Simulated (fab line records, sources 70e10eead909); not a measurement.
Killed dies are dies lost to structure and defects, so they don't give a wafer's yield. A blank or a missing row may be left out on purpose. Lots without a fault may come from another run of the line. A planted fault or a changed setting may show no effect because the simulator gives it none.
Which tool did it? | flow nand_harc | 24 lots, 72 wafers sampled, at 4 steps of a route of 1302

WHAT THE GAUGES READ, wafer by wafer
NHARC_A_M1_CD_MEAS_16. Usual: cd_nm 120.1 nm, standard deviation 1.1.
lot  | measured     | on        | cd_nm (nm)        | flag
L074 | day 23 01:10 | cd_sem-02 | 120.8 120.8 120.3 |
L076 | day 23 16:38 | cd_sem-03 | 121.0 121.0 121.0 |
L075 | day 23 22:00 | cd_sem-01 | 121.8 120.2 119.8 |
L077 | day 23 22:34 | cd_sem-03 | 121.6 121.2 121.1 |
L078 | day 24 00:38 | cd_sem-01 | 118.2 119.7 118.2 |
L079 | day 25 04:16 | cd_sem-03 | 122.5 121.6 122.7 |
L080 | day 25 23:29 | cd_sem-01 | 120.7 118.5 120.3 |
L081 | day 25 23:29 | cd_sem-03 | 120.7 121.4 120.5 |
L082 | day 26 05:15 | cd_sem-01 | 120.7 122.1 119.6 |
L083 | day 26 14:55 | cd_sem-03 | 120.8 118.5 120.2 |
L084 | day 27 07:58 | cd_sem-03 | 120.2 121.3 118.2 |
L087 | day 28 00:59 | cd_sem-01 | 119.2 119.5 119.1 |
L085 | day 28 03:44 | cd_sem-02 | 120.4 118.4 119.9 |
L086 | day 28 09:59 | cd_sem-01 | 120.9 118.8 119.6 |
L090 | day 29 08:16 | cd_sem-01 | 120.8 120.6 120.7 |
L091 | day 29 09:22 | cd_sem-03 | 118.9 119.9 119.2 |
L089 | day 29 17:46 | cd_sem-03 | 120.6 119.6 121.4 |
L088 | day 29 18:32 | cd_sem-03 | 120.2 119.7 120.4 |
L093 | day 30 09:33 | cd_sem-01 | 119.3 118.1 117.2 |
L092 | day 30 10:16 | cd_sem-03 | 118.6 119.6 121.0 |
L095 | day 31 03:31 | cd_sem-01 | 120.5 119.0 119.1 |
L094 | day 31 04:57 | cd_sem-03 | 119.7 118.9 120.3 |
L097 | day 31 10:51 | cd_sem-01 | 119.3 119.9 119.6 |
L096 | day 31 16:59 | cd_sem-03 | 119.7 120.4 119.9 |

WHICH TOOL RAN EACH LOT (tool, then ch and the chambers of the sampled wafers, then the start)
lot  | NHARC_A_BLC_STRIP_21               | NHARC_A_BLC_PVD_32                      | NHARC_A_M0_ETCH_34
L074 | rie_diel-07 ch 1,3, day 22 17:53   | pvd_sputter-03, day 22 20:51 or earlier | rie_diel-03 ch 1,2,3, day 22 20:51
L076 | rie_diel-07 ch 0,2,3, day 23 09:24 | pvd_sputter-01, day 23 12:22 or earlier | rie_diel-05 ch 1,2, day 23 12:22
L075 | rie_diel-11 ch 1,2, day 23 14:31   | pvd_sputter-01, day 23 17:29 or earlier | rie_diel-05 ch 0,1, day 23 17:29
L077 | rie_diel-11 ch 0,2,3, day 23 15:14 | pvd_sputter-03, day 23 18:12 or earlier | rie_diel-13 ch 1,2,3, day 23 18:12
L078 | rie_diel-11 ch 0,2, day 23 17:20   | pvd_sputter-02, day 23 20:23 or earlier | rie_diel-03 ch 0,1,3, day 23 20:23
L079 | rie_diel-06 ch 2,3, day 24 20:59   | pvd_sputter-02, day 24 23:59 or earlier | rie_diel-05 ch 1,3, day 24 23:59
L080 | rie_diel-11 ch 0,2,3, day 25 11:41 | pvd_sputter-02, day 25 14:41 or earlier | rie_diel-03 ch 0,1,3, day 25 14:41
L081 | rie_diel-11 ch 0,1,2, day 25 15:53 | pvd_sputter-01, day 25 19:10 or earlier | rie_diel-13 ch 1,2,3, day 25 19:10
L082 | rie_diel-11 ch 0,2,3, day 25 21:08 | pvd_sputter-01, day 26 00:07 or earlier | rie_diel-13 ch 1,2, day 26 00:07
L083 | rie_diel-07 ch 0,1, day 26 07:34   | pvd_sputter-01, day 26 10:25 or earlier | rie_diel-03 ch 1,2, day 26 10:25
L084 | rie_diel-11 ch 0,3, day 27 00:19   | pvd_sputter-03, day 27 03:16 or earlier | rie_diel-03 ch 0,2,3, day 27 03:16
L087 | rie_diel-11 ch 1,2,3, day 27 17:43 | pvd_sputter-01, day 27 20:43 or earlier | rie_diel-03 ch 1,2,3, day 27 20:43
L085 | rie_diel-07 ch 1,2, day 27 20:41   | pvd_sputter-01, day 27 23:33 or earlier | rie_diel-13 ch 0,1,3, day 27 23:33
L086 | rie_diel-11 ch 0,1,3, day 28 03:01 | pvd_sputter-01, day 28 05:52 or earlier | rie_diel-05 ch 0,1,3, day 28 05:52
L090 | rie_diel-07 ch 0,2,3, day 29 01:01 | pvd_sputter-03, day 29 03:59 or earlier | rie_diel-03 ch 1,2, day 29 03:59
L091 | rie_diel-11 ch 0,1,2, day 29 02:13 | pvd_sputter-03, day 29 05:11 or earlier | rie_diel-05 ch 0,2,3, day 29 05:11
L089 | rie_diel-07 ch 1,2, day 29 10:29   | pvd_sputter-03, day 29 13:29 or earlier | rie_diel-03 ch 1,2,3, day 29 13:29
L088 | rie_diel-07 ch 0,2,3, day 29 11:19 | pvd_sputter-02, day 29 14:19 or earlier | rie_diel-05 ch 0,2,3, day 29 14:19
L093 | rie_diel-11 ch 0,3, day 30 02:10   | pvd_sputter-03, day 30 05:08 or earlier | rie_diel-05 ch 0,2,3, day 30 05:08
L092 | rie_diel-07 ch 1,3, day 30 03:19   | pvd_sputter-02, day 30 06:08 or earlier | rie_diel-05 ch 1,2,3, day 30 06:08
L095 | rie_diel-07 ch 0,2,3, day 30 20:06 | pvd_sputter-02, day 30 22:57 or earlier | rie_diel-13 ch 1,2, day 30 22:57
L094 | rie_diel-07 ch 0,2,3, day 30 21:44 | pvd_sputter-03, day 31 00:43 or earlier | rie_diel-05 ch 0,1,3, day 31 00:43
L097 | rie_diel-11 ch 0,1, day 31 03:38   | pvd_sputter-01, day 31 06:36 or earlier | rie_diel-03 ch 1,2, day 31 06:36
L096 | rie_diel-07 ch 0,1,3, day 31 09:45 | pvd_sputter-03, day 31 12:43 or earlier | rie_diel-05 ch 1,2,3, day 31 12:43
- NHARC_A_BLC_STRIP_21: strips in O2.
- NHARC_A_BLC_PVD_32: deposits Ti, target thk 5 nm, time 17.7 s.
- NHARC_A_M0_ETCH_34: etches the open film in N2/H2, target depth 40 nm, overetch 12 nm, time 43.94 s.

WHAT THE TOOLS THEMSELVES READ (means of the sampled wafers that have a number; where no wafer has one, the mark that the record gives instead)
NHARC_A_BLC_STRIP_21. Usual: chamber_pressure_mTorr 59.99 mTorr, standard deviation 0.059; drypump_motor_current_A 6.0 A, standard deviation 0.47; oes_product_au 0.998 a.u., standard deviation 0.017; rf_vpp_V 57.7 V, standard deviation 0.91; showerhead_plenum_p_Torr 3.51 Torr, standard deviation 0.13; throttle_valve_pct 17.037 %, standard deviation 0.0091.
lot  | tool        | chamber_pressure_mTorr (mTorr) | drypump_motor_current_A (A) | oes_product_au (a.u.) | rf_vpp_V (V) | showerhead_plenum_p_Torr (Torr) | throttle_valve_pct (%) | flag
L074 | rie_diel-07 | 59.97                          | 5.9                         | 1.007                 | 57.9         | 3.50                            | 17.037                 |
L076 | rie_diel-07 | 59.97                          | 6.0                         | 0.990                 | 56.7         | 3.43                            | 17.043                 |
L075 | rie_diel-11 | 59.96                          | 6.2                         | 1.010                 | 58.7         | 3.66                            | 17.043                 |
L077 | rie_diel-11 | 60.07                          | 6.0                         | 1.000                 | 58.2         | 3.57                            | 17.033                 |
L078 | rie_diel-11 | 60.01                          | 5.9                         | 0.996                 | 57.4         | 3.49                            | 17.028                 |
L079 | rie_diel-06 | 59.99                          | 6.2                         | 0.987                 | 58.4         | 3.52                            | 17.032                 |
L080 | rie_diel-11 | 59.99                          | 6.0                         | 1.004                 | 57.1         | 3.57                            | 17.035                 |
L081 | rie_diel-11 | 59.98                          | 6.1                         | 1.004                 | 58.1         | 3.57                            | 17.032                 |
L082 | rie_diel-11 | 60.00                          | 6.0                         | 0.995                 | 58.9         | 3.57                            | 17.039                 |
L083 | rie_diel-07 | 60.01                          | 6.2                         | 0.993                 | 56.6         | 3.37                            | 17.037                 |
L084 | rie_diel-11 | 59.98                          | 5.9                         | 1.000                 | 57.6         | 3.53                            | 17.047                 |
L087 | rie_diel-11 | 59.95                          | 6.2                         | 1.000                 | 58.1         | 3.65                            | 17.034                 |
L085 | rie_diel-07 | 60.04                          | 5.3                         | 0.997                 | 57.6         | 3.39                            | 17.032                 |
L086 | rie_diel-11 | 59.92                          | 6.1                         | 1.010                 | 57.5         | 3.61                            | 17.046                 |
L090 | rie_diel-07 | 60.02                          | 6.0                         | 0.985                 | 57.8         | 3.42                            | 17.036                 |
L091 | rie_diel-11 | 59.98                          | 6.1                         | 0.989                 | 58.5         | 3.57                            | 17.031                 |
L089 | rie_diel-07 | 59.98                          | 5.3                         | 0.997                 | 57.9         | 3.39                            | 17.037                 |
L088 | rie_diel-07 | 60.01                          | 6.0                         | 0.992                 | 57.7         | 3.42                            | 17.033                 |
L093 | rie_diel-11 | 60.00                          | 5.9                         | 1.005                 | 57.3         | 3.53                            | 17.046                 |
L092 | rie_diel-07 | 60.01                          | 5.6                         | 1.031                 | 58.6         | 3.44                            | 17.032                 |
L095 | rie_diel-07 | 60.01                          | 6.0                         | 0.986                 | 57.2         | 3.42                            | 17.039                 |
L094 | rie_diel-07 | 59.95                          | 6.0                         | 0.989                 | 57.0         | 3.42                            | 17.040                 |
L097 | rie_diel-11 | 60.05                          | 6.0                         | 0.998                 | 58.4         | 3.53                            | 17.032                 |
L096 | rie_diel-07 | 59.92                          | 6.0                         | 1.009                 | 58.2         | 3.43                            | 17.040                 |

NHARC_A_BLC_PVD_32. Usual: substrate_temp_c 200.00 C, standard deviation 0.16; throttle_valve_pct 30.5 %, standard deviation 0.96.
lot  | tool           | substrate_temp_c (C) | throttle_valve_pct (%) | flag
L074 | pvd_sputter-03 | 200.18               | 31.4                   |
L076 | pvd_sputter-01 | 199.99               | 29.7                   |
L075 | pvd_sputter-01 | 200.10               | 29.7                   |
L077 | pvd_sputter-03 | 200.00               | 30.5                   |
L078 | pvd_sputter-02 | 200.06               | 30.4                   |
L079 | pvd_sputter-02 | 199.89               | 30.5                   |
L080 | pvd_sputter-02 | 200.04               | 29.9                   |
L081 | pvd_sputter-01 | 199.95               | 30.5                   |
L082 | pvd_sputter-01 | 200.13               | 31.0                   |
L083 | pvd_sputter-01 | 199.91               | 30.6                   |
L084 | pvd_sputter-03 | 200.08               | 30.9                   |
L087 | pvd_sputter-01 | 199.88               | 29.9                   |
L085 | pvd_sputter-01 | 200.18               | 29.2                   |
L086 | pvd_sputter-01 | 200.10               | 29.9                   |
L090 | pvd_sputter-03 | 199.97               | 31.1                   |
L091 | pvd_sputter-03 | 199.89               | 31.0                   |
L089 | pvd_sputter-03 | 199.88               | 31.1                   |
L088 | pvd_sputter-02 | 200.09               | 31.0                   |
L093 | pvd_sputter-03 | 199.92               | 30.7                   |
L092 | pvd_sputter-02 | 199.99               | 30.6                   |
L095 | pvd_sputter-02 | 200.15               | 31.3                   |
L094 | pvd_sputter-03 | 199.88               | 31.3                   |
L097 | pvd_sputter-01 | 200.03               | 29.4                   |
L096 | pvd_sputter-03 | 200.02               | 31.5                   |

NHARC_A_M0_ETCH_34. Usual: chamber_pressure_mTorr 30.00 mTorr, standard deviation 0.05; drypump_motor_current_A 5.9 A, standard deviation 0.45; oes_product_au 1.001 a.u., standard deviation 0.013; rf_vpp_V 431.9 V, standard deviation 2.3; showerhead_plenum_p_Torr 2.09 Torr, standard deviation 0.079; throttle_valve_pct 14.171 %, standard deviation 0.0089.
lot  | tool        | chamber_pressure_mTorr (mTorr) | drypump_motor_current_A (A) | oes_product_au (a.u.) | rf_vpp_V (V) | showerhead_plenum_p_Torr (Torr) | throttle_valve_pct (%) | flag
L074 | rie_diel-03 | 29.97                          | 5.9                         | 1.002                 | 431.0        | 2.05                            | 14.166                 |
L076 | rie_diel-05 | 29.99                          | 6.3                         | 1.013                 | 433.0        | 2.14                            | 14.178                 |
L075 | rie_diel-05 | 29.98                          | 5.5                         | 0.992                 | 432.8        | 2.12                            | 14.179                 |
L077 | rie_diel-13 | 30.00                          | 5.7                         | 1.004                 | 429.7        | 2.03                            | 14.171                 |
L078 | rie_diel-03 | 29.97                          | 5.6                         | 1.002                 | 431.1        | 2.07                            | 14.173                 |
L079 | rie_diel-05 | 30.01                          | 6.3                         | 1.016                 | 433.5        | 2.12                            | 14.169                 |
L080 | rie_diel-03 | 30.00                          | 5.6                         | 0.998                 | 431.4        | 2.07                            | 14.165                 |
L081 | rie_diel-13 | 30.00                          | 5.7                         | 1.004                 | 430.4        | 2.03                            | 14.160                 |
L082 | rie_diel-13 | 29.99                          | 5.9                         | 1.022                 | 432.2        | 2.08                            | 14.164                 |
L083 | rie_diel-03 | 29.98                          | 6.2                         | 1.002                 | 431.0        | 2.05                            | 14.176                 |
L084 | rie_diel-03 | 29.99                          | 5.6                         | 0.999                 | 431.6        | 2.10                            | 14.169                 |
L087 | rie_diel-03 | 29.97                          | 5.9                         | 0.996                 | 430.9        | 2.05                            | 14.173                 |
L085 | rie_diel-13 | 30.00                          | 5.8                         | 1.016                 | 428.9        | 1.97                            | 14.178                 |
L086 | rie_diel-05 | 30.00                          | 5.9                         | 0.997                 | 433.1        | 2.12                            | 14.165                 |
L090 | rie_diel-03 | 30.02                          | 6.2                         | 0.997                 | 431.9        | 2.08                            | 14.169                 |
L091 | rie_diel-05 | 30.00                          | 5.9                         | 0.984                 | 432.7        | 2.16                            | 14.168                 |
L089 | rie_diel-03 | 29.98                          | 5.9                         | 1.001                 | 431.3        | 2.05                            | 14.173                 |
L088 | rie_diel-05 | 30.01                          | 5.9                         | 0.988                 | 433.6        | 2.16                            | 14.175                 |
L093 | rie_diel-05 | 30.00                          | 5.9                         | 1.000                 | 434.2        | 2.16                            | 14.163                 |
L092 | rie_diel-05 | 30.01                          | 6.3                         | 1.008                 | 432.5        | 2.13                            | 14.172                 |
L095 | rie_diel-13 | 29.98                          | 5.9                         | 1.020                 | 431.9        | 2.08                            | 14.171                 |
L094 | rie_diel-05 | 30.01                          | 5.9                         | 0.995                 | 432.1        | 2.12                            | 14.175                 |
L097 | rie_diel-03 | 30.00                          | 6.2                         | 0.995                 | 431.2        | 2.05                            | 14.173                 |
L096 | rie_diel-05 | 30.01                          | 6.3                         | 1.002                 | 433.4        | 2.13                            | 14.178                 |

THE ANSWER, worked out from the rows above alone
Rule: a lot is off if the mean of its wafers that have a number lies more than 3 standard deviations from the usual mean. A lot without any number at a reading at which 4 lots or more have one is off too. The other lots that the step has rows for count as sound. The gauges are gone through in route order, then the tools' own readings, and for those a lot's mean is taken as printed above. The first step at which some lot is off is used, and at that step the reading that is off furthest; a lot without a number counts as furthest.
No lot is off at any reading shown: from this, nothing can be told.

WHAT THE SIMULATOR HAD PUT IN
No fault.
